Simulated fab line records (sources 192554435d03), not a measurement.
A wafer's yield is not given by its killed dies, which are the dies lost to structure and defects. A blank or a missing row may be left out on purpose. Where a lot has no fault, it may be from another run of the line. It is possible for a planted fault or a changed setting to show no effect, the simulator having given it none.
fab line records -- flow n5_finfet
[record] lots = 5, wafers = 15, last_day = 18
route steps=1938 shown ZERO_LAYER@4 BEOL_M4@1111 PASSIVATION@1936
lots untouched by any fault: they come from a run of this same line in which no faults occurred
start_h: hours from the record's opening day to when the first of the lot's shown wafers began -- wait_h: time in hours since the lot's previous step -- " as in the row above -- L1.1+2: several wafers, shown together as one row -- - value missing, or start not given -- * or withheld: withheld -- < > ~ a bound
route shown NAME@n: NAME is a module with steps in the file, n the number in the route of the first one -- usual: average and standard deviation across the fault-free wafers -- same: alike in all rows -- chamber/n: place in a boat -- sites: each site's reading -- _std_site: standard deviation of those values -- _edge_site: the outer-site mean with the inner-site mean subtracted -- radius_mm: how far each site lies from the wafer's centre -- mask NAME#n: copy n -- behind: the tool/chamber that last shaped the wafer -- hold: reason for holding the lot/hours on hold/outcome of the hold -- device: transistor that didn't switch, given as n, p or np -- end of line: the route-end tests of the same wafers -- a step without rows: its recipe alone -- killed: dies lost to structure and defects at the first sort, not the wafer's yield -- map: a wafer's dies, x killed, . not, _ none there
set.NAME: setting as actually run; set.NAME@STEP: the setting as run at that earlier step -- model.NAME: the simulator's own value behind a step, which no gauge read
lots seen at some steps along the route; tables by step, rows by wafer
services: the hour from which a tool's chamber was out of use, counted from the record's first day as start_h (under 0 if before that day), plus the number of hours and why
[[steps]]
[step N5_ZERO_LAYER_PECVD_02]
[recipe] material = SiO2, target_thk_a = 100, temp_c = 400, precursor = SiH4/N2O, pressure_torr = 0.75, rf_w = 275, time_s = 6
[usual] heater_power_w = 774/76, showerhead_plenum_p_Torr = 8.07/0.1
[same] time_s = 6
lot.wafer,tool,chamber,start_h,wait_h,heater_power_w,showerhead_plenum_p_Torr
L251.1,pecvd-03,1,72.28,0.0,784,8.22
L251.2,pecvd-03,2,72.28,0.0,712,7.98
L251.5,pecvd-03,1,72.28,0.0,782,8.20
L253.3,pecvd-01,1,84.28,0.0,763,8.07
L253.4,pecvd-01,1,84.28,0.0,767,8.07
L253.5,pecvd-01,2,84.28,0.0,782,8.18
L254.2,pecvd-04,1,90.28,0.0,813,7.98
L254.3,pecvd-04,0,90.28,0.0,980,8.18
L254.4,pecvd-04,0,90.28,0.0,999,8.19
L256.1,pecvd-04,1,102.29,0.0,709,8.00
L256.2,pecvd-04,2,102.29,0.0,711,7.92
L256.4,pecvd-04,1,102.29,0.0,723,7.99
L263.3,pecvd-04,0,144.30,0.0,830,8.19
L263.5,pecvd-04,0,144.30,0.0,823,8.18
L263.6,pecvd-04,1,144.30,0.0,831,7.99
[step N5_ZERO_LAYER_HMDS_04]
[recipe] time_s = 60, temp_c = 120
[step N5_ZERO_LAYER_COAT_05]
[recipe] spin_rpm = 1500, resist_thk_nm = 1000
[step N5_ZERO_LAYER_EBR_07]
[recipe] solvent = PGMEA, ebr_width_mm = 1.5
[step N5_ZERO_LAYER_SOFTBAKE_06]
[recipe] temp_c = 100, time_s = 90
[step N5_ZERO_LAYER_EXPOSE_08]
[recipe] mask_id = ZERO, na = 0.55, source_shape = conventional, sigma_outer = 0.8, polarization = unpolarized, defocus_nm = 0, target_cd_nm = 2000, dose_mj = 16.2
[step N5_ZERO_LAYER_PEB_09]
[recipe] peb_temp_c = withheld, peb_time_s = *
[step N5_ZERO_LAYER_DEVELOP_10]
[recipe] develop_time_s = 60, rinse_liquid = diw, dry = air_spin, dev_temp_c = 21
[step N5_ZERO_LAYER_HARDBAKE_23]
[recipe] temp_c = 130, time_s = 120
[step N5_ZERO_LAYER_CD_MEAS_11]
[recipe] target_cd_nm = 2000, landing_energy_ev = 500, detector = se_inlens
[usual] cd_nm = 2001.5/2.2
lot.wafer,tool,chamber,start_h,wait_h,cd_nm
L251.1,cd_sem-01,0,72.64,-,2003.5
L251.2,cd_sem-01,0,72.64,-,1999.4
L251.5,cd_sem-01,0,72.64,-,2006.2
L253.3,cd_sem-03,0,84.77,-,1999.6
L253.4,cd_sem-03,0,84.77,-,1998.3
L253.5,cd_sem-03,0,84.77,-,2000.7
L254.2,cd_sem-01,0,90.64,-,2005.3
L254.3,cd_sem-01,0,90.64,-,2002.3
L254.4,cd_sem-01,0,90.64,-,1999.8
L256.1,cd_sem-01,0,102.77,-,2000.3
L256.2,cd_sem-01,0,102.77,-,2002.9
L256.4,cd_sem-01,0,102.77,-,2002.7
L263.3,cd_sem-01,0,144.79,-,2004.7
L263.5,cd_sem-01,0,144.79,-,1998.6
L263.6,cd_sem-01,0,144.79,-,2001.5
[step N5_ZERO_LAYER_DESCUM_16]
[recipe] chemistry = O2, time_s = 7.9, source_power_w = 50, bias_power_w = 20, pressure_mtorr = 20, rf_frequency_hz = 2.712e+07, temp_c = 40, o2_flow_sccm = 225
[usual] drypump_motor_current_A = 5.8/0.55, oes_product_au = 0.76/0.068, rf_vpp_V = 243.5/1.4, showerhead_plenum_p_Torr = 2.11/0.072, throttle_valve_pct = 20.29/0.27
[same] time_s = 7.9
lot.wafer,tool,chamber,start_h,wait_h,drypump_motor_current_A,oes_product_au,rf_hours_counter_h,rf_vpp_V,showerhead_plenum_p_Torr,throttle_valve_pct
L251.1,rie_diel-02,2,72.68,0.0,6.4,0.77,150,240.8,2.04,20.61
L251.2,rie_diel-02,1,72.68,0.0,5.1,0.72,193,243.6,2.16,20.12
L251.5,rie_diel-02,2,72.68,0.0,6.3,0.77,-,242.4,2.04,20.59
L253.3,rie_diel-04,3,84.81,0.0,5.9,0.71,203,239.3,1.99,20.39
L253.4,rie_diel-04,1,84.81,0.0,6.3,0.74,167,244.8,2.16,19.91
L253.5,rie_diel-04,0,84.81,0.0,5.3,0.77,-,244.0,2.17,20.27
L254.2,rie_diel-04,2,90.68,0.0,4.9,0.74,180,245.0,2.18,20.35
L254.3,rie_diel-04,0,90.68,0.0,5.3,0.77,124,245.3,2.17,20.29
L254.4,rie_diel-04,1,90.68,0.0,6.2,0.74,169,243.8,2.16,19.93
L256.1,rie_diel-04,2,102.91,0.1,4.9,0.74,183,243.7,2.18,20.39
L256.2,rie_diel-04,0,102.91,0.1,5.3,0.77,127,244.5,2.17,20.28
L256.4,rie_diel-04,1,102.91,0.1,6.2,0.73,172,243.4,2.16,19.93
L263.3,rie_diel-02,3,144.82,0.0,6.5,0.72,179,242.8,2.04,20.13
L263.5,rie_diel-02,3,144.82,0.0,6.5,0.72,-,242.7,2.04,20.14
L263.6,rie_diel-02,2,144.82,0.0,6.3,0.75,-,242.0,2.03,20.62
[step N5_ZERO_LAYER_ETCH_17]
[recipe] chemistry = CF4, target = SiO2, target_depth_a = 120, time_s = 13.3, ion_energy_ev = 350, pressure_mtorr = 40, source_w = 450, bias_w = 215, Ar_flow_sccm = 100, cf4_flow_sccm = 100
[usual] drypump_motor_current_A = 5.8/0.55, oes_product_au = 0.76/0.068, rf_fwd_power_W = 446.2/1.5, rf_vpp_V = 950/4.5, showerhead_plenum_p_Torr = 2.16/0.071, throttle_valve_pct = 15.61/0.19
[same] time_s = 13.3
lot.wafer,tool,chamber,start_h,wait_h,drypump_motor_current_A,oes_product_au,rf_fwd_power_W,rf_hours_counter_h,rf_vpp_V,showerhead_plenum_p_Torr,throttle_valve_pct
L251.1,rie_diel-02,2,72.72,0.0,6.3,0.78,445.7,150,943,2.06,15.57
L251.2,rie_diel-02,1,72.72,0.0,5.1,0.74,445.4,193,954,2.22,15.48
L251.5,rie_diel-02,2,72.72,0.0,6.3,0.78,447.6,-,942,2.06,15.57
L253.3,rie_diel-04,3,84.84,0.0,5.9,0.69,447.5,203,942,2.05,15.78
L253.4,rie_diel-04,1,84.84,0.0,6.3,0.74,446.2,167,954,2.24,15.43
L253.5,rie_diel-04,0,84.84,0.0,5.3,0.76,446.0,-,954,2.23,15.60
L254.2,rie_diel-04,2,90.71,0.0,4.9,0.75,449.7,180,954,2.22,15.67
L254.3,rie_diel-04,0,90.71,0.0,5.3,0.76,444.4,124,954,2.22,15.62
L254.4,rie_diel-04,1,90.71,0.0,6.2,0.74,447.9,169,954,2.24,15.45
L256.1,rie_diel-04,2,102.94,0.0,4.9,0.75,447.8,183,954,2.22,15.70
L256.2,rie_diel-04,0,102.94,0.0,5.3,0.76,445.3,127,956,2.22,15.61
L256.4,rie_diel-04,1,102.94,0.0,6.2,0.74,447.8,172,954,2.24,15.48
L263.3,rie_diel-02,3,144.86,0.0,6.5,0.69,444.9,179,947,2.14,15.72
L263.5,rie_diel-02,3,144.86,0.0,6.5,0.70,444.1,-,948,2.14,15.69
L263.6,rie_diel-02,2,144.86,0.0,6.3,0.75,448.0,-,942,2.05,15.61
[step N5_ZERO_LAYER_ETCH_18]
[recipe] chemistry = HBr/Cl2, target = Si, target_depth_a = 1200, time_s = 40, pressure_mtorr = 10, icp_w = 800, bias_w = 75, HBr_flow_sccm = 150, Cl2_flow_sccm = 80
[usual] drypump_motor_current_A = 5.5/0.6, oes_product_au = 1.002/0.012, rf_fwd_power_W = 795.5/2.6, throttle_valve_pct = 36.3/0.34
[same] time_s = 40
lot.wafer,tool,chamber,start_h,wait_h,drypump_motor_current_A,oes_product_au,rf_fwd_power_W,rf_hours_counter_h,throttle_valve_pct,model.ZERO_LAYER.feature_depth_nm,model.etch.depth_nm
L251.1,rie_si-05,0,72.79,0.0,5.5,1.020,795.0,93,36.3,117.5,117.5
L251.2,rie_si-05,2,72.79,0.0,6.3,1.011,792.8,141,36.3,124.4,124.4
L251.5,rie_si-05,3,72.79,0.0,5.7,1.005,797.6,-,36.2,120.8,120.8
L253.3,rie_si-03,3,84.91,0.0,6.0,0.991,792.0,19,36.3,119.5,119.5
L253.4,rie_si-03,0,84.91,0.0,5.9,1.013,791.4,128,36.0,126,126
L253.5,rie_si-03,1,84.91,0.0,6.1,0.990,799.0,-,36.4,120.2,120.2
L254.2,rie_si-04,1,90.79,0.0,5.8,1.006,791.0,31,36.5,123.8,123.8
L254.3,rie_si-04,0,90.79,0.0,6.3,1.003,798.5,189,36.1,120.5,120.5
L254.4,rie_si-04,2,90.79,0.0,4.7,1.004,797.1,137,36.9,123.8,123.8
L256.1,rie_si-04,1,103.02,0.0,5.8,1.015,794.9,31,36.5,124.4,124.4
L256.2,rie_si-04,2,103.02,0.0,4.7,1.007,798.0,138,36.8,122.7,122.7
L256.4,rie_si-04,3,103.02,0.0,4.7,0.998,797.0,110,35.5,118.7,118.7
L263.3,rie_si-04,3,144.93,0.0,4.7,0.990,797.7,111,35.5,120,120
L263.5,rie_si-04,1,144.93,0.0,5.8,1.013,600.5,-,36.5,109.9,109.9
L263.6,rie_si-04,2,144.93,0.0,4.7,0.995,797.1,-,36.8,124.6,124.6
[step N5_ZERO_LAYER_STRIP_24]
[recipe] chemistry = O2, power_w = 1000, temp_c = 250, overash_fraction = 0.3, pressure_mtorr = 1000, o2_flow_sccm = 6750
[usual] drypump_motor_current_A = 5.88/0.15, heater_power_w = 347/52, oes_product_au = 0.647/0.0047, strip_time_to_endpoint_s = 43.88/0.098
lot.wafer,tool,chamber,start_h,wait_h,drypump_motor_current_A,heater_power_w,oes_product_au,rf_hours_counter_h,strip_time_to_endpoint_s
L251.1,plasma_asher-02,1,72.93,0.1,5.92,390,0.645,86,43.70
L251.2,plasma_asher-02,0,72.93,0.1,5.65,313,0.647,86,43.65
L251.5,plasma_asher-02,1,72.93,0.1,5.93,390,0.647,-,43.72
L253.3,plasma_asher-02,0,85.04,0.1,5.63,311,0.647,-,44.09
L253.4,plasma_asher-02,1,85.04,0.1,5.99,403,0.636,-,43.94
L253.5,plasma_asher-02,0,85.04,0.1,5.67,305,0.651,-,43.90
L254.2,plasma_asher-01,0,90.89,0.1,6.02,403,0.646,39,43.84
L254.3,plasma_asher-01,0,90.89,0.1,6.04,401,0.645,-,43.91
L254.4,plasma_asher-01,1,90.89,0.1,5.93,284,0.647,-,43.88
L256.1,plasma_asher-01,1,103.12,0.1,5.94,278,0.643,41,43.70
L256.2,plasma_asher-01,0,103.12,0.1,6.02,386,0.653,41,43.70
L256.4,plasma_asher-01,0,103.12,0.1,6.00,401,0.655,-,43.92
L263.3,plasma_asher-01,0,145.06,0.1,6.01,413,0.648,-,43.88
L263.5,plasma_asher-01,1,145.06,0.1,5.93,287,0.643,-,43.99
L263.6,plasma_asher-01,0,145.06,0.1,6.01,401,0.645,-,43.73
[step N5_BEOL_M4_RC_MEAS_101]
[usual] DIBL_N = 37.0/2.3, DIBL_P = 37.3/2.8, IOFF_N = 0.17/0.046, IOFF_P = 0.23/0.054, ION_N = 675/14, ION_P = 460/9.3, SS_N = 71.7/0.73, SS_P = 73.6/0.95, VT_N = 249/3.9, VT_P = -250/3.9
lot.wafer,tool,chamber,start_h,wait_h,DIBL_N[mV/V],DIBL_P[mV/V],IOFF_N[nA/um],IOFF_P[nA/um],ION_N[uA/um],ION_P[uA/um],SS_N[mV/dec],SS_P[mV/dec],VT_N[mV],VT_P[mV]
L251.1,prober-01,0,225.37,0.0,36.8,35.2,0.16,0.23,679,471,71.8,72.9,251,-246
L251.2,prober-01,0,225.37,0.0,35.5,35.9,0.14,0.24,668,469,70.9,74.1,252,-250
L251.5,prober-01,0,225.37,0.0,35.5,33.5,0.13,0.19,665,466,71.2,73.2,253,-250
L253.3,prober-02,0,248.51,0.3,36.3,37.7,0.16,0.24,667,464,71.0,73.4,248,-247
L253.4,prober-02,0,248.51,0.3,34.2,34.5,0.13,0.20,659,461,70.2,73.1,251,-249
L253.5,prober-02,0,248.51,0.3,38.9,40.7,0.24,0.32,700,478,71.8,74.5,243,-243
L254.2,prober-02,0,251.04,0.2,37.3,39.3,0.23,0.29,695,473,71.2,74.5,241,-242
L254.3,prober-02,0,251.04,0.2,35.5,37.2,0.19,0.25,679,470,71.1,73.6,243,-248
L254.4,prober-02,0,251.04,0.2,38.5,40.0,0.26,0.32,691,472,72.5,74.4,242,-243
L256.1,prober-01,0,275.30,0.0,38.0,38.8,0.17,0.22,671,458,71.5,73.4,249,-253
L256.2,prober-01,0,275.30,0.0,36.8,37.0,0.16,0.20,687,464,71.2,73.2,249,-253
L256.4,prober-01,0,275.30,0.0,38.4,38.4,0.18,0.21,684,464,72.2,73.4,248,-252
L263.3,prober-02,0,320.02,0.3,34.7,34.0,0.13,0.18,655,449,71.6,73.3,252,-252
L263.5,prober-02,0,320.02,0.3,42.4,44.0,0.32,0.37,699,473,74.0,75.3,242,-244
L263.6,prober-02,0,320.02,0.3,37.3,38.3,0.20,0.25,673,458,72.0,74.7,248,-248
[step N5_PASSIVATION_PROBE_49]
[usual] defect_limited_yield = 91.5/1.3, killed_at_M0_to_M3 = 36/10, killed_at_M4_up = 13/4.7, killed_at_contacts = 13/6.7, killed_at_front_end = 37/9.7, killed_at_other = 2.6/2.3, killed_dies = 101/15, killed_open = 67/12, killed_short = 32/6.7, sort_bin_4_leakage = 0.0/0.31, sort_bin_5_function = 5.0/0.89, sort_bin_6_memory = 3.2/0.63, sort_n_pass = 1079/16, sort_yield_pct = 91.4/1.4
[same] gross_dies = 1180, killed_at_back_side = 0, sort_bin_8_speed[%] = 0
lot.wafer,tool,chamber,start_h,wait_h,defect_limited_yield[%],killed_at_M0_to_M3,killed_at_M4_up,killed_at_contacts,killed_at_front_end,killed_at_other,killed_dies,killed_open,killed_short,sort_bin_4_leakage[%],sort_bin_5_function[%],sort_bin_6_memory[%],sort_n_pass,sort_yield_pct[%]
L251.1,prober-02,-,343.00,0.0,91.7,29,12,20,36,1,98,69,29,0,4.4,3.2,1082,91.7
L251.2,prober-02,-,343.05,0.1,91.6,42,20,9,28,0,99,67,31,0,4.4,3.8,1081,91.6
L251.5,prober-02,-,343.20,0.2,90.4,53,15,15,26,4,113,82,31,0,6.3,3.2,1067,90.4
L253.3,prober-01,-,364.15,0.1,90.8,45,11,7,42,3,108,71,35,0,5.8,3.2,1072,90.8
L253.4,prober-01,-,364.20,0.2,90.8,53,8,13,32,3,109,69,38,0,5.9,3.1,1071,90.8
L253.5,prober-01,-,364.25,0.2,91.4,30,12,8,48,4,102,62,38,0,4.7,3.8,1078,91.4
L254.2,prober-02,-,368.38,0.1,92.4,24,7,10,37,12,90,64,25,0,4.1,3.4,1090,92.4
L254.3,prober-02,-,368.43,0.1,91.6,37,10,8,38,6,99,63,33,0,5.4,2.8,1081,91.6
L254.4,prober-02,-,368.48,0.2,93.2,30,7,4,35,4,80,50,27,0,4.2,2.5,1100,93.2
L256.1,prober-01,-,383.11,0.0,93.3,19,9,24,20,7,79,44,35,0,4.2,2.5,1101,93.3
L256.2,prober-01,-,383.16,0.1,90.7,36,9,24,33,8,110,70,40,0,4.9,4.1,1070,90.7
L256.4,prober-01,-,383.26,0.2,91.2,20,13,33,33,5,104,79,24,0,5.1,3.3,1076,91.2
L263.3,prober-02,-,439.20,0.1,91.4,32,17,22,30,1,102,67,30,0,5.3,3.1,1078,91.4
L263.5,prober-02,-,439.30,0.2,91.5,34,11,16,35,4,100,56,43,0.8,5.2,3.0,1070,90.7
L263.6,prober-02,-,439.35,0.3,91.8,27,10,18,39,3,97,71,26,0,4.8,3.1,1083,91.8
// killed by level:class
L251.1 MOL_CONTACT_COAG:geometric_particle:open=17 BEOL_M2:geometric_particle:open=15 FIN_SAQP:geometric_particle:open=8 BEOL_M0_SAQP:geometric_particle:short=8 STI_FIN_REVEAL:geometric_particle:open=7 FIN_SAQP:geometric_particle:short=6 DUMMY_GATE:geometric_particle:open=4 BEOL_M5:geometric_particle:open=4
L251.2 BEOL_M4:geometric_particle:open=14 BEOL_M0_SAQP:geometric_particle:open=11 BEOL_M0_SAQP:geometric_particle:short=10 BEOL_M2:geometric_particle:open=8 MOL_CONTACT_COAG:geometric_particle:open=7 GATE_CUT:geometric_particle:short=6 FIN_SAQP:geometric_particle:open=5 FIN_SAQP:geometric_particle:short=5
L251.5 BEOL_M0_SAQP:geometric_particle:open=21 MOL_CONTACT_COAG:geometric_particle:open=14 BEOL_M0_SAQP:geometric_particle:short=10 BEOL_M2:geometric_particle:open=9 FIN_SAQP:geometric_particle:open=8 BEOL_M1:geometric_particle:open=8 BEOL_M2:geometric_particle:short=5 BEOL_M8:geometric_particle:open=4
L253.3 BEOL_M0_SAQP:geometric_particle:open=13 BEOL_M0_SAQP:geometric_particle:short=12 FIN_SAQP:geometric_particle:open=11 DUMMY_GATE:geometric_particle:open=8 MOL_CONTACT_COAG:geometric_particle:open=7 BEOL_M1:geometric_particle:open=7 FIN_SAQP:geometric_particle:short=6 GATE_CUT:geometric_particle:open=5
L253.4 BEOL_M0_SAQP:geometric_particle:open=20 BEOL_M0_SAQP:geometric_particle:short=13 MOL_CONTACT_COAG:geometric_particle:open=11 BEOL_M1:geometric_particle:open=7 BEOL_M2:geometric_particle:open=6 FIN_SAQP:geometric_particle:short=5 STI_FIN_REVEAL:geometric_particle:open=5 FIN_SAQP:geometric_particle:open=4
L253.5 FIN_SAQP:geometric_particle:open=10 BEOL_M0_SAQP:geometric_particle:short=9 BEOL_M4:geometric_particle:open=8 DUMMY_GATE:geometric_particle:open=7 STI_FIN_REVEAL:geometric_particle:open=6 BEOL_M0_SAQP:geometric_particle:open=6 BEOL_M1:geometric_particle:open=5 STARTING-WAFER:geometric_particle:open=5
L254.2 MOL_CONTACT_COAG:geometric_particle:open=9 FIN_SAQP:geometric_particle:short=7 BEOL_M3:geometric_particle:open=7 STI_FIN_REVEAL:geometric_particle:open=6 FIN_SAQP:geometric_particle:open=5 BEOL_M2:geometric_particle:open=5 DUMMY_GATE:geometric_particle:open=4 BEOL_M0_SAQP:geometric_particle:open=4
L254.3 BEOL_M3:geometric_particle:open=10 FIN_SAQP:geometric_particle:short=8 STI_FIN_REVEAL:geometric_particle:open=8 DUMMY_GATE:geometric_particle:open=7 BEOL_M1:geometric_particle:open=7 MOL_CONTACT_COAG:geometric_particle:open=6 DUMMY_GATE:geometric_particle:short=5 BEOL_M2:geometric_particle:open=5
L254.4 STI_FIN_REVEAL:geometric_particle:open=8 BEOL_M1:geometric_particle:open=8 FIN_SAQP:geometric_particle:short=6 DUMMY_GATE:geometric_particle:open=6 BEOL_M2:geometric_particle:open=6 BEOL_M3:geometric_particle:open=5 BEOL_M0_SAQP:geometric_particle:open=4 BEOL_M0_SAQP:geometric_particle:short=4
L256.1 MOL_CONTACT_COAG:geometric_particle:open=16 MOL_CONTACT_COAG:geometric_particle:short=8 FIN_SAQP:geometric_particle:short=6 BEOL_M0_SAQP:geometric_particle:open=5 FIN_SAQP:geometric_particle:open=3 STI_FIN_REVEAL:geometric_particle:short=3 BEOL_M0_SAQP:geometric_particle:short=3 BEOL_M3:geometric_particle:open=3
L256.2 MOL_CONTACT_COAG:geometric_particle:open=17 FIN_SAQP:geometric_particle:open=13 FIN_SAQP:geometric_particle:short=10 MOL_CONTACT_COAG:geometric_particle:short=7 BEOL_M0_SAQP:geometric_particle:open=7 BEOL_M3:geometric_particle:open=7 BEOL_M0_SAQP:geometric_particle:short=6 BEOL_M2:geometric_particle:open=6
L256.4 MOL_CONTACT_COAG:geometric_particle:open=30 FIN_SAQP:geometric_particle:open=12 FIN_SAQP:geometric_particle:short=9 BEOL_M1:geometric_particle:open=8 BEOL_M4:geometric_particle:open=8 BEOL_M3:geometric_particle:open=6 BEOL_M6:geometric_particle:open=4 PASS1_CAP:geometric_particle:short=4
L263.3 MOL_CONTACT_COAG:geometric_particle:open=16 BEOL_M2:geometric_particle:open=9 STI_FIN_REVEAL:geometric_particle:open=7 GATE_CUT:geometric_particle:short=6 MOL_CONTACT_COAG:geometric_particle:short=6 BEOL_M1:geometric_particle:open=6 BEOL_M3:geometric_particle:open=6 BEOL_M4:geometric_particle:open=6
L263.5 MOL_CONTACT_COAG:geometric_particle:open=12 FIN_SAQP:geometric_particle:open=10 BEOL_M0_SAQP:geometric_particle:open=7 FIN_SAQP:geometric_particle:short=6 BEOL_M2:geometric_particle:open=6 BEOL_M0_SAQP:geometric_particle:short=6 BEOL_M1:geometric_particle:open=5 BEOL_M4:geometric_particle:open=5
L263.6 MOL_CONTACT_COAG:geometric_particle:open=17 STI_FIN_REVEAL:geometric_particle:open=8 BEOL_M1:geometric_particle:open=7 FIN_SAQP:geometric_particle:short=6 FIN_SAQP:geometric_particle:open=6 BEOL_M0_SAQP:geometric_particle:short=5 BEOL_M0_SAQP:geometric_particle:open=5 GATE_CUT:geometric_particle:open=4
[[services]]
tool,chamber,start_h,hours,kind
rie_diel-02,-,56.31,0.1,repair
rie_si-03,0,68.72,12.9,repair
pecvd-04,2,80.72,5.5,scheduled_down
pecvd-03,-,95.06,6.0,pm
rie_diel-04,2,105.53,3.5,repair
pecvd-04,2,114.14,6.6,repair
pecvd-03,-,117.39,2.8,pm
pecvd-04,1,117.86,6.8,repair
rie_diel-02,0,133.14,-,clean
rie_diel-02,0,133.14,-,consumable_replace:focus_ring
rie_diel-02,0,133.14,16.0,scheduled_down
rie_diel-02,0,133.14,16.0,vent_cycle
rie_diel-04,2,140.05,19.5,repair
[[key]]
[first_sign] step = N5_ZERO_LAYER_ETCH_18, reading = rf_fwd_power_W, direction = down, sigmas = 74, usual = *, struck = *
effect none on later readings
[model_effect] step = N5_ZERO_LAYER_ETCH_18, value = ZERO_LAYER.feature_depth_nm, without = 124.8, struck = 109.9
met_at N5_ZERO_LAYER_ETCH_18
struck_wafers L263.5
onset_between 103.02 144.93
[fault] kind = process_parameter_drift, tool = rie_si-04, chamber = 1, onset_h = 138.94, steps = N5_ZERO_LAYER_ETCH_18, channel = icp_w, offset = -192, shape = step, acts_in = these_recipes_only, stated = 800
